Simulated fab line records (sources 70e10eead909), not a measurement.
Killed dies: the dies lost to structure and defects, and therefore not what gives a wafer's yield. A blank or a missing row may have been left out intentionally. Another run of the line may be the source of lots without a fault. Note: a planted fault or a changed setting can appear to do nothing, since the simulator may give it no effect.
Matching of chambers + flow nandHarc + rieDiel-12 running NHARC_HYBRID_BOND_ACTIVATE_00: 4 sister chambers
The step chemistry N2, time 60 s. 8 wafers are shown with their chamber, then 8 later ones without.

== EACH WAFER AND ITS CHAMBER ==
| wafer  | chamber | drypumpMotorCurrentA (A) | n2FlowSccm (sccm) |
|--------|---------|--------------------------|-------------------|
| L850.1 | 3       | 6.0                      | 199.6             |
| L850.5 | 3       | 5.9                      | 199.9             |
| L849.1 | 0       | 6.8                      | 200.4             |
| L849.4 | 2       | 5.7                      | 199.3             |
| L854.3 | 2       | 5.7                      | 199.9             |
| L854.4 | 0       | 6.8                      | 200.0             |
| L854.5 | 1       | 6.4                      | 199.2             |
| L858.3 | 1       | 6.4                      | 200.2             |

== WAFERS WITH NO CHAMBER GIVEN ==
| wafer  | drypumpMotorCurrentA (A) | n2FlowSccm (sccm) |
|--------|--------------------------|-------------------|
| L858.4 | 6.0                      | 200.3             |
| L858.6 | 5.7                      | 200.5             |
| L862.1 | 6.4                      | 198.9             |
| L862.2 | 6.8                      | 200.3             |
| L862.5 | 6.0                      | 200.3             |
| L866.1 | 6.4                      | 200.4             |
| L866.3 | 6.8                      | 199.7             |
| L866.4 | 6.8                      | 199.0             |

== EACH ONE'S CHAMBER ==
| wafer  | from the rows above | in truth |
|--------|---------------------|----------|
| L858.4 | 3                   | 3        |
| L858.6 | 2                   | 2        |
| L862.1 | 1                   | 1        |
| L862.2 | 0                   | 0        |
| L862.5 | 3                   | 3        |
| L866.1 | 1                   | 1        |
| L866.3 | 0                   | 0        |
| L866.4 | 0                   | 0        |
8 of 8 placed correctly. Number that these rows cannot place: 0. Wrongly placed: 0.
How it was worked out, from the rows above alone: a wafer's distance from a chamber is the root of the sum, over the readings, of the square of ((its reading less the chamber's mean) divided by the reading's scatter). If the next closest chamber is less than 2 further off than the closest, the wafer can't be placed; otherwise it belongs to the closest. For every chamber, the mean is computed from those of its wafers that are shown. The scatter is the square root of a quotient: the sum, over the shown wafers, of each reading's squared deviation from its chamber's mean, divided by wafers minus chambers.
